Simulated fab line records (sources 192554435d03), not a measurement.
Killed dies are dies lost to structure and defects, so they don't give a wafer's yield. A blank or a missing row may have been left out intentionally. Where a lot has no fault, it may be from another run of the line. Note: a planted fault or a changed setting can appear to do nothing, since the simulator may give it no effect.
Comparing a struck lot with a sound one || flow n5Finfet || 34 out of 1938 route steps
Sound: wafers L781.1, L781.3, L781.5. Struck: wafers L795.1, L795.6 (left out: L795.5, a lot-mate that was not struck); the cause follows at the end.
Order at every step that has rows: each side's tool, ch and its chambers, its first start. Under that, the readings that differ: sound wafers || struck wafers || difference of the means || sigmas: that difference in standard deviations of wafers without a fault.
alike: words and numbers the same on both sides, and readings whose means are apart by under 2 such deviations; not compared: readings that were withheld, readings missing a value for some wafer, numbers with overlapping values and no deviation given by the record, and bounds like >300 which may hide the same value.
A row with sigmas, a row that says differs or no value, or rows on one side alone: a step with any of these is where the two part. When numbers do not overlap yet have no deviation, they are printed without sigmas and do not part them. Lack of a reading on every wafer of one side parts them only where that side has two or more wafers.

N5_BEOL_M9_CD_MEAS_35: target cd 70 nm, target cd y 40 nm.
  sound on cdSem-01, day 10 02:53; struck on cdSem-02, day 14 15:44
{"reading": "cdNm (nm)", "sound": "70.2 70.9 70.7", "struck": "69.3 69.3", "difference": -1.3, "sigmas": -2}
then, 1 step without rows for these wafers: N5_BEOL_M9_CURE_72 (cures SiCOH lowk, time 120 s).
N5_BEOL_M9_DEGAS_44: time 60 s.
  sound on pvdSputter-02, day 10 03:19; struck on pvdSputter-03, day 14 16:10
  alike: heaterPowerW
then, 7 steps without rows for these wafers: N5_BEOL_M9_PRE_CLEAN_45 (time 30 s); N5_BEOL_M9_ALD_74 (deposits TaN, target thk 2 nm, pulse time 2 s, purge time 3 s); N5_BEOL_M9_SURFACE_TREAT_79; N5_BEOL_M9_CVD_78 (deposits Co from CCTBA/H2, target thk 2 nm, time 138.9 s); N5_BEOL_M9_SPUTTER_48 (material Cu, target thk 12 nm, time 2 s); N5_BEOL_M9_ECD_50 (material Cu, target thk 318 nm); N5_BEOL_M9_ANNEAL_51 (time 90 s).
N5_BEOL_M9_CMP_52: polishes, stops on SiCOH lowk, t overpolish 7 s, target thk 140 nm.
  sound on cmp-01 ch 1,2,3, day 10 04:51; struck on cmp-01 ch 0,2, day 14 17:28
  alike: barrierFieldEndpointS, edgeZonePressureFrac, headPressurePsi, motorCurrentA, overpolishRunS, timeToEndpointS
N5_BEOL_M9_THK_MEAS_53: measures by xrf.
  sound on filmMetro-01, day 10 05:04; struck on filmMetro-02, day 14 17:39
  alike: M9_THK
N5_BEOL_M9_PRE_CLEAN_55: time 15 s.
  sound on pecvd-04 ch 0,1,2, day 10 05:07; struck on pecvd-02 ch 1,2, day 14 17:41
then, 1 step without rows for these wafers: N5_BEOL_M9_DEP_56 (deposits SiCN from 3MS/NH3, target thk 15 nm, time 26.5 s).
N5_BEOL_M9_RS_MEAS_57: a four-point-probe measurement.
  sound on filmMetro-01, day 10 05:12; struck on filmMetro-01, day 14 17:47
  alike: M9_RS
N5_BEOL_M9_INSPECT_58: inspects for defects (darkfield).
  sound on defectInspect-01, day 10 05:14; struck on defectInspect-02, day 14 17:49
{"reading": "rawDefectCount", "sound": "54 80 81", "struck": "1181 1136", "difference": "+1087", "sigmas": "+54"}
then, 1 step without rows for these wafers: N5_BEOL_M10_ILD_DEP_00 (deposits SiCOH lowk from DEMS/porogen, target thk 308.51 nm, time 58 s).
N5_BEOL_M10_CURE_71: cures SiCOH lowk, time 240 s.
  sound on uvCure-01 ch 2, day 10 05:22; struck on uvCure-01 ch 0, day 14 17:56
  alike: lampPowerPct, wafer_temp_C_max
N5_BEOL_M10_THK_MEAS_01:
  sound on filmMetro-02, day 10 05:53; struck on filmMetro-01, day 14 18:26
  alike: M10_ILD_THK
N5_BEOL_M10_PECVD_70: deposits SiO2 from TEOS/O2, target thk 20 nm, time 22.7 s.
  sound on pecvd-04 ch 0,2, day 10 05:55; struck on pecvd-03 ch 0,1, day 14 18:29
  alike: heaterPowerW, showerheadPlenumPTorr, throttleValvePct
then, 9 steps without rows for these wafers: N5_BEOL_M10_HM_DEP_02 (deposits TiN, target thk 20 nm); N5_BEOL_M10_COAT_59 (time 60 s, resist thk 100 nm); N5_BEOL_M10_COAT_60 (time 60 s, resist thk 30 nm); N5_BEOL_M10_COAT_05 (resist thk 90 nm); N5_BEOL_M10_EBR_07; N5_BEOL_M10_SOFTBAKE_06 (time 60 s); N5_BEOL_M10_EXPOSE_08 (exposes mask M10); N5_BEOL_M10_PEB_09 (peb time 60 s); N5_BEOL_M10_DEVELOP_10 (develop time 30 s).
N5_BEOL_M10_CD_MEAS_11: the cd target is 64.1 nm.
  sound on cdSem-01 ch 0, day 10 07:11; struck on cdSem-03 ch 0, day 14 19:26
  alike: cdNm
N5_BEOL_M10_OVL_MEAS_12:
  sound on overlay-02 ch 0, day 10 07:13; struck on overlay-01 ch 0, day 14 19:28
  alike: M10_OVL
N5_BEOL_M10_INSPECT_13: inspects for defects (brightfield).
  sound on defectInspect-02, day 10 07:15; struck on defectInspect-02, day 14 19:29
{"reading": "rawDefectCount", "sound": "338 339 387", "struck": "1550 1531", "difference": "+1186", "sigmas": "+14"}
N5_BEOL_M10_DESCUM_16: chemistry O2, time 7.9 s.
  sound on rieDiel-06 ch 0,2, day 10 07:36; struck on rieDiel-01 ch 0,3, day 14 19:31
{"reading": "throttleValvePct (%)", "sound": "20.18 20.60 20.64", "struck": "20.02 19.85", "difference": -0.54, "sigmas": -2}
  alike: drypumpMotorCurrentA, oesProductAu, rfVppV, showerheadPlenumPTorr
  not compared: rfHoursCounterH
-- here the record skips 2 days between the struck wafers' starts before and after, leaving off in module BEOL_M10 and picking up in module PASSIVATION (first step shown: number 1936 of the route) --
N5_PASSIVATION_PROBE_49:
  the record has rows for the struck wafers here (prober-01, day 17 01:39) and none for the sound ones

WHERE THEY PART
First at N5_BEOL_M9_CD_MEAS_35; last, within this record, at N5_PASSIVATION_PROBE_49.

WHY: whatever the simulator had introduced
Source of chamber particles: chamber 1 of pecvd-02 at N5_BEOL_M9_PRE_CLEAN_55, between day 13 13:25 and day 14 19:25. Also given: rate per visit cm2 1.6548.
